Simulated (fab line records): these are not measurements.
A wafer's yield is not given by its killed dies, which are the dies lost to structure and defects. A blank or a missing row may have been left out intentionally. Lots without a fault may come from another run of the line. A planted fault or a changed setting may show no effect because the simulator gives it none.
One fault seen from 3 desks :: flow n5-finfet :: every desk sees just its own numbers, and what lay behind them comes last
Where a reading is given only as a bound, like >300, the bound stands for it, and a mean or a difference that rests on one is marked > or <: the true number lies beyond.

## FROM THE METROLOGY DESK
What the gauges read, lot by lot, whatever tool the lot ran on: means of the sampled wafers that have a number. Any lot whose mean is over 4 standard deviations away from the usual mean is out of limits and marked OUT; that distance is given in the brackets.
Columns: A = SD_N_BLK_OVL at N5_SD_EPI_N_OVL_MEAS_10, usual 0.0 nm
lot: L330
first seen here: day 4 00:23
A: -0.4

lot: L337
first seen here: day 5 20:15
A: 0.1

lot: L339
first seen here: day 6 11:12
A: -0.1

lot: L340
first seen here: day 6 14:44
A: -0.7

lot: L344
first seen here: day 7 13:25
A: 0.2

lot: L345
first seen here: day 7 18:31
A: 0.2

lot: L346
first seen here: day 7 23:50
A: -0.2

lot: L347
first seen here: day 8 07:31
A: 0.3

lot: L349
first seen here: day 8 18:24
A: 0.4
This desk found nothing out of limits on any of the 9 lots.

## THE TOOL OWNER'S DESK: rie-diel-02
The tool's own readings at N5_SD_EPI_N_ETCHBACK_44 (etches SiNx in CH3F/O2, stops on SiO2, target depth 14.5 nm): means of the sampled wafers that have a number, for each lot that ran on this tool. Any lot whose mean is over 4 standard deviations away from the usual mean is out of limits and marked OUT; that distance is given in the brackets.
Columns: A = drypump-motor-current-A at N5_SD_EPI_N_ETCHBACK_44, usual 5.58 A; B = oes_ar_750_au at N5_SD_EPI_N_ETCHBACK_44, usual 0.79 a.u.; C = oes-product-au at N5_SD_EPI_N_ETCHBACK_44, usual 0.68 a.u.; D = rf-vpp-V at N5_SD_EPI_N_ETCHBACK_44, usual 296 V; E = showerhead-plenum-p-Torr at N5_SD_EPI_N_ETCHBACK_44, usual 1.98 Torr; F = throttle-valve-pct at N5_SD_EPI_N_ETCHBACK_44, usual 16.34 %
lot: L330
first seen here: day 4 01:00
A: 5.55
B: 0.74
C: 0.64
D: 301
E: 1.97
F: 16.60

lot: L337
first seen here: day 5 20:43
A: 5.38
B: 0.77
C: 0.65
D: 303
E: 1.95
F: 16.68

lot: L339
first seen here: day 6 11:41
A: 5.53
B: 0.75
C: 0.64
D: 292
E: 1.93
F: 16.59

lot: L349
first seen here: day 8 20:04
A: 5.54
B: 0.79
C: 0.68
D: 301
E: 1.95
F: 16.52
This desk found nothing out of limits on any of the 4 lots.

## THE DEFECT DESK
Counts from the inspections along the route, per lot, as means over the sampled wafers that have a number. Any lot whose mean is over 4 standard deviations away from the usual mean is out of limits and marked OUT; that distance is given in the brackets.
Columns: A = raw-defect-count at N5_SD_EPI_N_INSPECT_26, usual 224; B = raw-defect-count at N5_SD_EPI_P_INSPECT_11, usual 2.1; C = raw-defect-count at N5_SD_EPI_P_INSPECT_26, usual 190; D = raw-defect-count at N5_SD_ACTIVATION_INSPECT_02, usual 190
lot: L330
first seen here: day 4 04:43
A: 161
B: 1.3
C: 154
D: 163

lot: L337
first seen here: day 6 00:59
A: 700 (+11) OUT
B: >200 (+99 or more) OUT
C: 652 (+13) OUT
D: 661 (+13) OUT

lot: L339
first seen here: day 6 15:31
A: 462 (+5.7) OUT
B: >101 (>+66) OUT
C: 432 (+6.7) OUT
D: 434 (+7.0) OUT

lot: L340
first seen here: day 6 18:44
A: 206
B: 2.7
C: 154
D: 150

lot: L344
first seen here: day 7 18:49
A: 216
B: 1.3
C: 184
D: 183

lot: L345
first seen here: day 7 22:40
A: 201
B: 1.3
C: 160
D: 154

lot: L346
first seen here: day 8 03:51
A: 257
B: 2.0
C: 214
D: 204

lot: L347
first seen here: day 8 12:17
A: 219
B: 1.7
C: 200
D: 206

lot: L349
first seen here: day 8 23:37
A: 217
B: 1.0
C: 175
D: 181
This desk's verdict: out of limits on L337, L339, starting with L337 at day 6 00:59 (raw-defect-count at N5_SD_EPI_N_INSPECT_26). Within limits: L330, L340, L344, L345, L346, L347, L349.

## TAKEN TOGETHER
The defect desk could have raised an alarm at day 6 00:59, on L337, L339.
The metrology desk saw nothing out of limits.
The tool owner's desk saw nothing out of limits.
The metrology desk has L337, L339 on record, within its limits.
The tool owner's desk has L337, L339 on record, within its limits.
Of the lots named, all ran N5_SD_EPI_N_ETCHBACK_44 on rie-diel-02.

## WHAT THE SIMULATOR HAD INSERTED
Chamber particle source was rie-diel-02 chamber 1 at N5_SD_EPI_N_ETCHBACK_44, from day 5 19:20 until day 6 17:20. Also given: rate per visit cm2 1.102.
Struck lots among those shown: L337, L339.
Hours from the fault's start to each desk's first reading out of limits: the defect desk, 6.
